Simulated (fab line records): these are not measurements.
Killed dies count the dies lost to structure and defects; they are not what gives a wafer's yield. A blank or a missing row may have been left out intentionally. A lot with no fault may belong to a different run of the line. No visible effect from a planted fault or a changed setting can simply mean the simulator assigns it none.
fab line records | flow nand-harc
record: lots: 14 wafers: 42 last-day: 33
route steps=1302 shown P_GATE@200
lots that met no fault: taken from a fault-free run of the same line
start-h: start of the lot's first displayed wafer, in hours after the record's first day | wait-h: time in hours since the lot's previous step | " identical to the entry in the row above | L1.1+2: one row covering several wafers at once | - value missing, or start not given | * or withheld: withheld | < > ~ a bound
route shown NAME@n: names a module that has steps shown in the file, with the first one's number in the route | usual: average and standard deviation across the fault-free wafers | same: alike in all rows | chamber/n: place in a boat | sites: readings site by site | _std_site: the standard deviation of these | _edge_site: mean of outer sites minus mean of inner sites | radius-mm: how far each site lies from the wafer's centre | mask NAME#n: copy n | behind: the last tool/chamber to shape the wafer | hold: what put the lot on hold/how long, in hours/how the hold closed | device: which transistor (n, p or np) failed to switch | end of line: the route-end tests of the same wafers | a step with no rows: only its recipe | killed: at the first sort, the dies lost to defects and structure; wafer yield is something else | map: shows each die of a wafer: x if killed, . if not, _ if none is there
set.NAME: setting as actually run; set.NAME@STEP: the setting as run at that earlier step | model.NAME: the simulator's own value behind a step, which no gauge read
a sample of lots followed through the steps of the route, with each step as a table and each wafer as a row
services: when a tool's chamber went out of use (start-h, in hours from the record's first day, below 0 if earlier), for how many hours, and the reason
== steps ==
step: NHARC_P_GATE_CD_MEAS_91
recipe: target-cd-nm: 2000 landing-energy-ev: 500
usual: cd-nm: 2000.6/1.6
columns lot.wafer tool chamber start-h wait-h cd-nm
L194.1 cd-sem-03 0 111.22 - 2002.3
L194.5 " 0 " " 2003.6
L194.6 " 0 " " 2001.0
L195.3 cd-sem-02 0 124.33 - 2002.8
L195.4 " 0 " " 1999.0
L195.6 " 0 " " 1999.4
L196.1 cd-sem-03 0 127.41 - 2000.2
L196.3 " 0 " " 1998.9
L196.6 " 0 " " 1999.5
L197.3 cd-sem-02 0 145.75 - 2002.9
L197.4 " 0 " " 2002.1
L197.6 " 0 " " 2003.2
L200.1 cd-sem-01 0 172.59 - 2000.2
L200.2 " 0 " " 2002.5
L200.4 " 0 " " 2002.9
L201.3 cd-sem-02 0 179.20 - 2000.6
L201.5 " 0 " " 2001.0
L201.6 " 0 " " 2002.9
L202.3 cd-sem-01 0 197.14 - 2000.7
L202.5 " 0 " " 1998.1
L202.6 " 0 " " 1998.4
L203.2 cd-sem-01 0 202.61 - 1999.1
L203.3 " 0 " " 2001.1
L203.4 " 0 " " 2001.0
L204.3 cd-sem-01 0 210.20 - 1999.4
L204.5 " 0 " " 2002.7
L204.6 " 0 " " 1999.3
L205.1 cd-sem-03 0 223.46 - 2001.4
L205.2 " 0 " " 2000.1
L205.6 " 0 " " 2000.0
L207.1 cd-sem-01 0 242.96 - 1999.3
L207.4 " 0 " " 1999.8
L207.6 " 0 " " 2001.2
L215.4 cd-sem-02 0 341.59 - 1998.1
L215.5 " 0 " " 1998.5
L215.6 " 0 " " 2000.7
L216.2 cd-sem-03 0 343.35 - 2002.3
L216.3 " 0 " " 2001.1
L216.5 " 0 " " 2000.5
L217.3 cd-sem-01 0 351.96 - 2001.5
L217.4 " 0 " " 2002.9
L217.5 " 0 " " 2000.7
step: NHARC_P_GATE_STRIP_95
recipe: power-w: 1500 temp-c: 250 chemistry: O2
usual: drypump-motor-current-A: 5.8/0.43 heater-power-w: 343/57
columns lot.wafer tool chamber start-h wait-h drypump-motor-current-A heater-power-w rf-hours-counter-h
L194.1 plasma-asher-01 0 112.46 0.6 6.4 343 25
L194.5 " 0 " " 6.4 351 -
L194.6 " 1 " " 5.9 428 -
L195.3 plasma-asher-02 1 125.59 0.4 5.4 333 -
L195.4 " 0 " " 5.4 267 -
L195.6 " 0 " " 5.4 269 -
L196.1 plasma-asher-02 1 128.67 0.6 5.4 325 4
L196.3 " 0 " " 5.4 270 -
L196.6 " 1 " " 5.3 329 -
L197.3 plasma-asher-01 1 147.00 0.4 5.9 442 -
L197.4 " 0 " " 6.4 343 -
L197.6 " 1 " " 5.9 421 -
L200.2 plasma-asher-02 1 173.84 0.6 5.4 330 14
L200.1 " 0 " " 5.4 276 14
L200.4 " 0 " " 5.4 268 -
L201.3 plasma-asher-02 1 180.45 0.4 5.4 325 -
L201.5 " 1 " " 5.4 329 -
L201.6 " 0 " " 5.4 268 -
L202.3 plasma-asher-02 1 198.42 0.4 5.4 322 -
L202.5 " 1 " " 5.4 318 -
L202.6 " 0 " " 5.4 270 -
L203.2 plasma-asher-01 1 203.87 0.5 5.9 422 5
L203.3 " 0 " " 6.4 354 -
L203.4 " 1 " " 5.9 432 -
L204.3 plasma-asher-01 0 211.48 0.3 6.4 346 -
L204.5 " 1 " " 5.9 423 -
L204.6 " 0 " " 6.4 349 -
L205.1 plasma-asher-01 0 224.68 0.6 6.4 357 10
L205.2 " 1 " " 6.0 424 10
L205.6 " 1 " " 5.9 428 -
L207.1 plasma-asher-01 0 244.22 0.5 6.4 348 14
L207.4 " 0 " " 6.4 345 -
L207.6 " 1 " " 5.9 430 -
L215.4 plasma-asher-01 1 342.85 0.3 6.0 438 -
L215.6 " 0 " " 6.4 356 -
L215.5 " 1 " " 5.9 417 -
L216.2 plasma-asher-02 0 351.96 0.5 5.5 266 13
L216.3 " 1 " " 5.4 322 -
L216.5 " 1 " " 5.4 326 -
L217.4 plasma-asher-02 0 353.26 0.4 5.4 260 -
L217.3 " 1 " " 5.4 329 -
L217.5 " 0 " " 5.4 258 -
step: NHARC_P_GATE_RTA_64
recipe: temp-c: 1050 time-s: 1
usual: lamp-power-pct: 34.2/1.6 lamp_zone_2_pct: 34.2/1.6 lamp_zone_3_pct: 34.2/1.7 wafer_temp_C_max: 1054.0/1.4
columns lot.wafer tool chamber start-h wait-h lamp-power-pct lamp_zone_2_pct lamp_zone_3_pct wafer_temp_C_max
L194.1 rtp-anneal-01 0 113.02 - 36.0 36.0 36.0 1054.8
L194.5 " 0 " " 36.0 35.9 36.0 1055.7
L194.6 " 0 " " 36.0 36.0 35.9 1055.0
L195.3 rtp-anneal-01 0 126.19 - 36.0 36.0 36.0 1054.5
L195.4 " 0 " " 36.0 36.0 36.0 1055.7
L195.6 " 0 " " 36.0 36.1 36.0 1054.9
L196.1 rtp-anneal-01 0 129.23 - 36.0 36.0 35.9 1055.5
L196.3 " 0 " " 36.0 35.9 36.0 1055.2
L196.6 " 0 " " 36.0 36.0 35.9 1055.5
L197.3 rtp-anneal-01 0 147.60 - 36.0 36.0 36.0 1054.8
L197.4 " 0 " " 35.9 35.9 36.0 1054.3
L197.6 " 0 " " 35.9 36.0 35.9 1056.0
L200.1 rtp-anneal-02 0 174.41 - 32.6 32.6 32.6 1053.0
L200.2 " 0 " " 32.7 32.6 32.6 1053.5
L200.4 " 0 " " 32.6 32.7 32.6 1052.8
L201.3 rtp-anneal-02 0 181.06 - 32.7 32.7 32.7 1054.2
L201.5 " 0 " " 32.6 32.7 32.7 1052.1
L201.6 " 0 " " 32.6 32.7 32.7 1053.4
L202.3 rtp-anneal-01 0 199.02 - 36.0 36.0 36.0 1054.7
L202.5 " 0 " " 36.0 36.0 36.1 1055.8
L202.6 " 0 " " 36.0 36.0 36.0 1055.3
L203.2 rtp-anneal-02 0 204.45 - 32.6 32.6 32.7 1053.2
L203.3 " 0 " " 32.6 32.7 32.5 1053.1
L203.4 " 0 " " 32.6 32.7 32.6 1052.0
L204.3 rtp-anneal-02 0 212.07 - 32.7 32.6 32.7 1052.7
L204.5 " 0 " " 32.6 32.7 32.7 1052.1
L204.6 " 0 " " 32.7 32.7 32.7 1052.5
L205.1 rtp-anneal-02 0 225.24 - 32.7 32.7 32.7 1052.7
L205.2 " 0 " " 32.7 32.6 32.6 1053.9
L205.6 " 0 " " 32.7 32.6 32.6 1052.0
L207.1 rtp-anneal-02 0 244.77 - 32.6 32.7 32.7 1052.8
L207.4 " 0 " " 32.7 32.7 32.7 1053.1
L207.6 " 0 " " 32.7 32.7 32.7 1054.0
L215.4 rtp-anneal-02 0 343.47 - 32.7 32.8 32.6 1053.4
L215.5 " 0 " " 32.6 32.7 32.6 1052.6
L215.6 " 0 " " 32.7 32.7 32.7 1052.8
L216.2 rtp-anneal-02 0 352.54 - 32.6 32.7 32.6 1054.6
L216.3 " 0 " " 32.7 32.7 32.6 1051.8
L216.5 " 0 " " 32.6 32.6 32.7 1052.8
L217.3 rtp-anneal-02 0 353.86 - 32.6 32.7 32.7 1052.7
L217.4 " 0 " " 32.6 32.7 32.6 1053.3
L217.5 " 0 " " 32.6 32.7 32.6 1054.0
step: NHARC_P_GATE_SPUTTER_78
recipe: target-thk-a: 100 material: Ni
columns lot.wafer tool chamber start-h wait-h
L194.1+6+5 pvd-sputter-03 - 113.44 -
L195.4+3+6 pvd-sputter-02 - 126.54 -
L196.1+3+6 pvd-sputter-03 - 129.67 -
L197.4+3+6 pvd-sputter-03 - 147.96 -
L200.4+2+1 pvd-sputter-01 - 174.81 -
L201.3+6+5 pvd-sputter-01 - 181.44 -
L202.3+5+6 pvd-sputter-03 - 199.38 -
L203.2+3+4 pvd-sputter-02 - 204.86 -
L204.3+6+5 pvd-sputter-03 - 212.43 -
L205.2+1+6 pvd-sputter-03 - 225.66 -
L205.2+1+6 pvd-sputter-03 - 225.89 -
L207.1+4+6 pvd-sputter-03 - 245.20 -
L215.4+6+5 pvd-sputter-03 - 343.81 -
L215.4+6+5 pvd-sputter-03 - 344.04 -
L216.3+2+5 pvd-sputter-01 - 352.91 -
L217.4+3+5 pvd-sputter-01 - 354.23 -
== services ==
columns tool chamber start-h hours kind
pvd-sputter-02 - 104.00 10.0 pm
plasma-asher-02 - 107.71 9.0 pm
plasma-asher-02 0 107.71 9.0 vent-cycle
plasma-asher-02 1 107.71 9.0 vent-cycle
plasma-asher-02 0 116.71 - clean
plasma-asher-02 1 116.71 - clean
pvd-sputter-03 - 152.15 6.9 repair
pvd-sputter-02 - 160.38 1.7 repair
plasma-asher-01 - 165.69 9.0 pm
plasma-asher-01 0 165.69 9.0 vent-cycle
plasma-asher-01 1 165.69 9.0 vent-cycle
pvd-sputter-03 - 171.58 10.0 pm
plasma-asher-01 0 174.69 - clean
plasma-asher-01 1 174.69 - clean
pvd-sputter-01 - 175.32 3.9 repair
pvd-sputter-01 - 208.35 10.5 repair
pvd-sputter-01 - 226.00 10.0 pm
pvd-sputter-01 - 248.13 2.1 repair
pvd-sputter-01 - 280.54 0.9 repair
pvd-sputter-02 - 282.00 10.0 pm
plasma-asher-02 - 284.71 9.0 pm
plasma-asher-02 0 284.71 9.0 vent-cycle
pvd-sputter-01 - 330.87 9.8 repair
pvd-sputter-03 - 349.58 10.0 pm
== key ==
first-sign: step: NHARC_P_GATE_SPUTTER_78 reading: visit direction: added
effect none on later readings
met-at NHARC_P_GATE_SPUTTER_78
struck-lots L205,L215
scrapped-behind NHARC_A_ZERO_WELL_INSPECT_17 L205.1,L205.2,L205.6
tester-left-out L215
not-acting-at NHARC_P_GATE_CD_MEAS_91,NHARC_P_GATE_STRIP_95,NHARC_P_GATE_RTA_64
fault: kind: repeated-step-whole tool: pvd-sputter-01,pvd-sputter-02,pvd-sputter-03 chamber: - onset-h: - steps: NHARC_P_GATE_SPUTTER_78 times: 1 scope: struck-lots-only
tester-left-out: of these lots the tester's yield and bins aren't shown, on N5 and GAA mostly nor the transistor test; their killed dies are dies lost to structure and defects alone, not to doping, threshold or leakage, so they don't give the yield
